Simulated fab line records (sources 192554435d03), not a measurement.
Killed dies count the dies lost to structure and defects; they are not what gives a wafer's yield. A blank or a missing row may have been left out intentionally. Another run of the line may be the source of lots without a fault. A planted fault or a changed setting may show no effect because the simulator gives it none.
2 desks looking at one fault | flow n5_finfet | each desk has only its own numbers; what lay behind them comes last

== TOOL OWNER'S DESK, litho_track-05 ==
The tool's own readings at N5_BEOL_M3_COAT_76 (time 60 s, resist thk 5 nm): means of the sampled wafers that have a number, for each lot that ran on this tool. A lot is out of limits, marked OUT, if its mean lies more than 4 standard deviations from the usual mean; the brackets give that distance.
Columns: A = spin_speed_rpm at N5_BEOL_M3_COAT_76, usual 1500.1 rpm
lot  | first seen here | A
L774 | day 7 19:57     | 1500.5
L775 | day 8 07:17     | 1460.5 (-43) OUT
L779 | day 9 02:11     | 1460.0 (-43) OUT
L792 | day 12 08:55    | 1500.0
L793 | day 12 12:10    | 1500.3
This desk's verdict: out of limits on L775, L779, starting with L775 at day 8 07:17 (spin_speed_rpm at N5_BEOL_M3_COAT_76). L774, L792, L793: within limits.

== METROLOGY DESK ==
Means of the sampled wafers that have a number, per lot and without regard to the tool the lot ran on: this is what the gauges read. A lot is out of limits, marked OUT, if its mean lies more than 4 standard deviations from the usual mean; the brackets give that distance. Only the readings that lie furthest out on some lot appear, 7 of the 12 it has.
Columns: A = M3_ILD_THK at N5_BEOL_M3_THK_MEAS_01, usual 78.9 nm; B = DIBL_N at N5_BEOL_M4_RC_MEAS_101, usual 36.0 mV/V; C = ION_N at N5_BEOL_M4_RC_MEAS_101, usual 675 uA/um; D = ION_P at N5_BEOL_M4_RC_MEAS_101, usual 462 uA/um; E = SS_N at N5_BEOL_M4_RC_MEAS_101, usual 71.5 mV/dec; F = VT_N at N5_BEOL_M4_RC_MEAS_101, usual 250 mV; G = VT_P at N5_BEOL_M4_RC_MEAS_101, usual -251 mV
lot  | first seen here | A    | B    | C   | D   | E    | F   | G
L772 | day 6 22:48     | 79.6 | 36.0 | 692 | 469 | 71.3 | 243 | -246
L771 | day 7 04:53     | 77.8 | 37.0 | 671 | 454 | 71.7 | 250 | -254
L774 | day 7 18:06     | 78.1 | 36.2 | 672 | 459 | 72.8 | 252 | -251
L775 | day 8 05:34     | 78.7 | 36.1 | 663 | 450 | 71.6 | 251 | -254
L779 | day 9 00:46     | 79.7 | 35.2 | 690 | 477 | 70.5 | 246 | -247
L786 | day 11 06:05    | 80.0 | 37.6 | 688 | 471 | 72.0 | 248 | -249
L788 | day 11 06:54    | 79.5 | 34.5 | 668 | 459 | 71.2 | 252 | -250
L787 | day 11 07:58    | 77.9 | 37.3 | 670 | 456 | 72.2 | 248 | -250
L789 | day 11 12:13    | 79.1 | 36.5 | 681 | 469 | 71.2 | 249 | -249
L792 | day 12 05:41    | 79.9 | 36.8 | 666 | 462 | 71.6 | 251 | -250
L793 | day 12 10:14    | 80.7 | 33.9 | 664 | 462 | 71.1 | 256 | -254
L794 | day 13 07:53    | 79.2 | 38.7 | 684 | 460 | 72.9 | 248 | -252
This desk's verdict: no lot among the 12 shows anything out of limits.

== BROUGHT TOGETHER ==
On L775, L779, at day 8 07:17, an alarm was possible from the tool owner's desk.
From the metrology desk's view, nothing was out of limits.
The metrology desk has L775, L779 on record, within its limits.
The lots listed all ran N5_BEOL_M3_COAT_76 on litho_track-05.

== WHAT WAS PUT IN BY THE SIMULATOR ==
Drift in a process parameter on litho_track-05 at N5_BEOL_M3_COAT_76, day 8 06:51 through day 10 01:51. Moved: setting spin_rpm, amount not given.
Lots struck among those shown: L775, L779.
Each desk's first reading out of limits, in hours after the fault started: the tool owner's desk, 0.
